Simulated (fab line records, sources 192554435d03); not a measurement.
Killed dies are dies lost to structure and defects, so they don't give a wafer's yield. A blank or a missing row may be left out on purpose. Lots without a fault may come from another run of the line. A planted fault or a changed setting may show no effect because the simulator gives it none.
Which tool did it? | flow n5_finfet | 12 lots, 36 wafers sampled, at 1 step of a route of 1938

WHAT THE GAUGES READ, wafer by wafer
N5_BEOL_M3_CD_MEAS_11: target cd 17.05 nm.
lot  | measured     | on        | cd_nm (nm)
L075 | day 7 04:14  | cd_sem-03 | 17.25 17.24 17.17
L077 | day 7 16:34  | cd_sem-02 | 17.47 17.22 17.41
L079 | day 7 22:59  | cd_sem-02 | 16.93 17.03 17.43
L081 | day 8 21:23  | cd_sem-02 | 17.32 17.14 16.94
L083 | day 9 12:33  | cd_sem-02 | 16.96 17.24 17.09
L085 | day 9 18:40  | cd_sem-01 | 16.82 17.02 16.95
L088 | day 10 08:16 | cd_sem-02 | 17.11 17.67 16.59
L089 | day 10 17:05 | cd_sem-03 | 17.41 17.71 16.68
L091 | day 11 03:48 | cd_sem-03 | 17.13 16.95 16.97
L093 | day 12 03:40 | cd_sem-01 | 16.72 17.20 17.33
L095 | day 12 11:03 | cd_sem-03 | 17.62 17.23 17.29
L097 | day 13 00:08 | cd_sem-01 | 17.05 17.22 17.13

WHICH TOOL RAN EACH LOT (tool, then ch and the chambers of the sampled wafers, then the start)
The record holds no process step before these readings.

THE ANSWER, worked out from the rows above alone
Rule: what is usual is taken from the lots themselves. Put in order of their means at a reading, lots are off if they are a third of the lots or fewer, leave a main group of 4 or more, and stand apart from it by a gap of 3 or more times the standard deviation of the main group's means; of several such gaps the widest counts. A main group whose means are all the same, to the digits that the tables above print for the reading, isn't used. A lot without any number at a reading at which 4 lots or more have one is off too. The other lots that the step has rows for count as sound.
No lot is off at any reading shown: from this, nothing can be told.

WHAT THE SIMULATOR HAD PUT IN
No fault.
